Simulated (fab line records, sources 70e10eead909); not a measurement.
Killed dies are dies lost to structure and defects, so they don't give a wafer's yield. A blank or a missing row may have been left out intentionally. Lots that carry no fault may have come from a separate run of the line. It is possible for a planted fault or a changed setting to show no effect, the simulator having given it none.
Struck lot and sound lot, side by side    flow nand-harc    14 steps out of a route of 1159
Sound: the wafers L748.2, L748.3, L748.5. Wafers L755.2, L755.3, L755.4 were the ones struck. The cause is named last.
At each step with rows: each side's tool, then ch and its chambers, then its first start. Under that, the readings that differ: sound wafers    struck wafers    difference of the means    sigmas: that difference in standard deviations of wafers without a fault.
alike: a reading whose means differ by less than 2 such deviations, as well as words and numbers matching on both sides. not compared: withheld readings; readings where some wafer has no value; bounds like >300 that might hide an equal value; numbers whose values overlap and for which the record gives no deviation.
A row with sigmas, a row that says differs or no value, or rows on one side alone: a step with any of these is where the two part. Non-overlapping numbers with no deviation appear without sigmas and do not part them. A reading missing from all wafers of one side parts the sides only when that side holds two or more wafers.

first, 1 step without rows for these wafers: NHARC_A_ONON_D1_DEP_19 (target thk 1000 nm).
NHARC_A_ONON_D1_THK_MEAS_21: measures by ellipsometry.
  sound on film-metro-02 at day 8 22:41; struck on film-metro-01 at day 11 09:40
reading      sound        struck          difference  sigmas
thk-nm (nm)  990 990 992  1017 1017 1015  +26         +2
then NHARC_A_ONON_D1_DEP_22 (target thk 1000 nm), 1 step lacking rows for these wafers.
NHARC_A_ONON_D1_THK_MEAS_24: measures by ellipsometry.
  sound on film-metro-02 at day 8 23:16; struck on film-metro-02 at day 11 10:22
  alike: thk-nm
then NHARC_A_ONON_D1_DEP_25 (target thk 1000 nm), 1 step lacking rows for these wafers.
NHARC_A_ONON_D1_THK_MEAS_27: measures by ellipsometry.
  sound on film-metro-02 at day 8 23:50; struck on film-metro-02 at day 11 10:56
  alike: thk-nm
then NHARC_A_ONON_D1_DEP_28 (target thk 1000 nm), 1 step lacking rows for these wafers.
NHARC_A_ONON_D1_THK_MEAS_30: measures by ellipsometry.
  sound on film-metro-01 at day 9 00:23; struck on film-metro-02 at day 11 11:30
  alike: thk-nm
NHARC_A_ONON_D1_DEP_33: deposits SiO2, target thk 200 nm.
  sound on pecvd-03 ch 0,1, day 9 00:27; struck on pecvd-03 ch 0,1,2, day 11 11:39
  alike: chamber-pressure-Torr, heater-power-w, throttle-valve-pct
NHARC_A_ONON_D1_THK_MEAS_34: measures by ellipsometry.
  sound on film-metro-02 at day 9 00:52; struck on film-metro-02 at day 11 12:04
  alike: thk-nm
NHARC_A_ONON_D1_INSPECT_32:
  sound on defect-inspect-01 at day 9 00:57; struck on defect-inspect-02 at day 11 12:09
  alike: raw-defect-count
NHARC_A_CHANNEL_HOLE_D1_DEP_00: deposits aC, target thk 3100 nm.
  sound on acl-dep-01 ch 0, day 9 02:33; struck on acl-dep-03 ch 0, day 11 18:32
  alike: throttle-valve-pct
NHARC_A_CHANNEL_HOLE_D1_DEP_01: deposits SiON, target thk 140 nm.
  sound on pecvd-03 ch 0,1, day 9 04:13; struck on pecvd-02 ch 0,1,2, day 11 20:26
  alike: chamber-pressure-Torr, heater-power-w
-- record jumps: 11 days between struck wafers' starts before vs after; left off in module A_CHANNEL_HOLE_D1, resumes in module END, first step shown is number 1159 of the route --
NHARC_END_SORT_01:
  sound on prober-01 ch 0, day 20 04:42; struck on prober-02 ch 0, day 23 02:50
reading          sound     struck       difference  sigmas
killed-at-array  21 22 23  675 671 674  +651        +76
killed-dies      28 28 26  677 677 677  +650        +75
  alike: killed-at-other, killed-at-periphery, killed-open, killed-short

WHERE THEY PART
At NHARC_A_ONON_D1_THK_MEAS_21 first; at NHARC_END_SORT_01 last (within this record only).

WHY: the cause the simulator had injected
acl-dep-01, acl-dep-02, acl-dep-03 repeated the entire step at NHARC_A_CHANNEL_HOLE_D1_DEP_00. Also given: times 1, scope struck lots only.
